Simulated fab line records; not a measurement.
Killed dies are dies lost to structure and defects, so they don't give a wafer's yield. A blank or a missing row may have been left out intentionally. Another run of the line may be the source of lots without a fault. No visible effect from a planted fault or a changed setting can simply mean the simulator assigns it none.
Chamber matching	flow nandHarc	NHARC_A_CHANNEL_FILL_D2_ALD_16 on aldHk-03 has 4 sister chambers
The step deposits SiO2, target thk 1.5 nm, pulse time 10 s, ald cycles 15. 8 wafers are shown with their chamber, then 8 later ones without.

== EACH WAFER AND ITS CHAMBER ==
wafer	chamber	heaterPowerW (W)	precursorPulseHeightRel
L074.1	3	480	1.027
L080.3	3	476	0.994
L084.5	1	356	0.988
L084.6	0	432	0.996
L087.1	2	415	1.036
L087.4	0	435	0.991
L087.6	2	419	0.999
L089.2	1	344	1.005

== WAFERS WITH NO CHAMBER GIVEN ==
wafer	heaterPowerW (W)	precursorPulseHeightRel
L089.5	457	1.010
L089.6	430	1.004
L092.1	351	1.042
L092.4	431	0.981
L092.5	338	1.009
L096.2	437	0.992
L096.3	443	1.027
L096.6	450	0.985

== CHAMBER TAKEN BY EACH ==
wafer	from the rows above	in truth
L089.5	can't be placed: 3 or 0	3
L089.6	can't be placed: 0 or 2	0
L092.1	1	1
L092.4	0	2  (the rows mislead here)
L092.5	1	1
L096.2	0	0
L096.3	0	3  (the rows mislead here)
L096.6	0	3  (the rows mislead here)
3 of 8 placed correctly. Cannot be placed on the basis of these rows: 2; the candidates contain the true chamber in 2. Placed wrongly: 3.
How it was worked out, from the rows above alone: a wafer's distance from a chamber is the root of the sum, over the readings, of the square of ((its reading less the chamber's mean) divided by the reading's scatter). If the next closest chamber is less than 2 further off than the closest, the wafer can't be placed; otherwise it belongs to the closest. A chamber's mean is the mean of its shown wafers. The scatter: the root of (the sum of the squares of (reading less its chamber's mean) over the shown wafers, divided by (wafers less chambers)).
